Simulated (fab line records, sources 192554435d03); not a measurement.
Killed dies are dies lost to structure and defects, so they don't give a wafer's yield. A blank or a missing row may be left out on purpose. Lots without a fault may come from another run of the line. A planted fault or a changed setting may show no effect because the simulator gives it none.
Split-lot experiment | flow n5_finfet | 7 lots, 21 wafers read, on a route of 1938 steps

THE SPLIT
At N5_WELL_APT_COAT_02 (resist thk 950 nm), the setting spin_rpm was moved away from the recipe's 1357 rpm on 4 of the 21 wafers read, by +3.1% to +8.6%. The other wafers ran this setting at the recipe's value.

FROM THE SPLIT TO THE READING: what the file shows between them, 2 steps
- N5_WELL_APT_EBR_04
- N5_WELL_APT_SOFTBAKE_03: time 60 s

THE READING
coat_of_WELL_APT_COAT_02.thk_nm (the simulator's own value, which no gauge read), in nm, at N5_WELL_APT_DESCUM_13 (chemistry O2, time 7.9 s). The file gives no usual value for it. The 17 wafers here that ran the recipe average 932.0 nm, standard deviation 2.8 nm.

wafer  | tool, chamber at the split | spin_rpm as run, rpm | against the recipe | coat_of_WELL_APT_COAT_02.thk_nm, nm | against lot-mates on the recipe
L074.3 | litho_track-02, 0          | 1357                 | recipe             | 937                                 | -
L074.4 | litho_track-02, 0          | 1357                 | recipe             | 933.8                               | -
L074.6 | litho_track-02, 0          | 1357                 | recipe             | 939.1                               | -
L077.2 | litho_track-02, 0          | 1357                 | recipe             | 930.4                               | -
L077.4 | litho_track-02, 0          | 1357                 | recipe             | 932.1                               | -
L077.6 | litho_track-02, 0          | 1399                 | +3.1%              | 919.2                               | -12.0
L079.4 | litho_track-02, 0          | 1357                 | recipe             | 931                                 | -
L079.5 | litho_track-02, 0          | 1357                 | recipe             | 929                                 | -
L079.6 | litho_track-02, 0          | 1357                 | recipe             | 930.7                               | -
L082.1 | litho_track-03, 0          | 1421                 | +4.7%              | 905.8                               | -24.9
L082.5 | litho_track-03, 0          | 1421                 | +4.7%              | 906.7                               | -24.0
L082.6 | litho_track-03, 0          | 1357                 | recipe             | 930.7                               | -
L085.3 | litho_track-01, 0          | 1357                 | recipe             | 931.5                               | -
L085.4 | litho_track-01, 0          | 1357                 | recipe             | 932.5                               | -
L085.6 | litho_track-01, 0          | 1357                 | recipe             | 930.7                               | -
L087.4 | litho_track-02, 0          | 1357                 | recipe             | 928.9                               | -
L087.5 | litho_track-02, 0          | 1357                 | recipe             | 932.4                               | -
L087.6 | litho_track-02, 0          | 1357                 | recipe             | 927.4                               | -
L092.1 | litho_track-02, 0          | 1357                 | recipe             | 935                                 | -
L092.4 | litho_track-02, 0          | 1357                 | recipe             | 932.1                               | -
L092.5 | litho_track-02, 0          | 1474                 | +8.6%              | 894.1                               | -39.4

THE FIT
A straight line over all 21 wafers: coat_of_WELL_APT_COAT_02.thk_nm changes by -4.73 nm for each +1% of spin_rpm; r = -0.97; the points scatter about the line by 3 nm.
The same after taking each lot's own level away (the mean of its wafers on the recipe; 21 wafers): -4.73 nm for each +1%; r = -0.99; scatter 1.7 nm.
On that fit, the largest move of spin_rpm shifts the reading by 41 nm.
The lots' own levels span 929.57 to 936.63 nm, that is 2.5 times the standard deviation above.
So the lot-to-lot level changes the slope little: the two slopes agree.
Check: with one of the wafers moved furthest among these (+8.6%) left out of the fit, the line predicts -42.8 nm for it against its lot-mates. It came out at -39.4 nm against them.

OTHER SPLITS ON THESE WAFERS
These wafers also went through other splits before the reading. Each is held against what the fit with the lots' levels taken away leaves over:
other split on the same wafers          | wafers away from the commonest value | r with coat_of_WELL_APT_COAT_02.thk_nm (lot level and that fit taken away)
N5_ZERO_LAYER_DEVELOP_10 develop_time_s | 8                                    | +0.01

THE WHOLE CHAIN: every reading that the file lists as answering this split, in the file's order
step                  | what it does             | reading                                                                          | change (the file's fit)              | r (the file's)
N5_WELL_APT_COAT_02   | resist thk 950 nm        | coat_of_WELL_APT_COAT_02.thk_nm (the simulator's own value, which no gauge read) | -4.64 nm for each +1% of the setting | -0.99
N5_WELL_APT_DESCUM_13 | chemistry O2, time 7.9 s | coat_of_WELL_APT_COAT_02.thk_nm (the simulator's own value, which no gauge read) | -4.65 nm for each +1% of the setting | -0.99

THE FILE'S OWN FIT
coat_of_WELL_APT_COAT_02.thk_nm changes by -4.65 nm for each +1% of spin_rpm, r = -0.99.
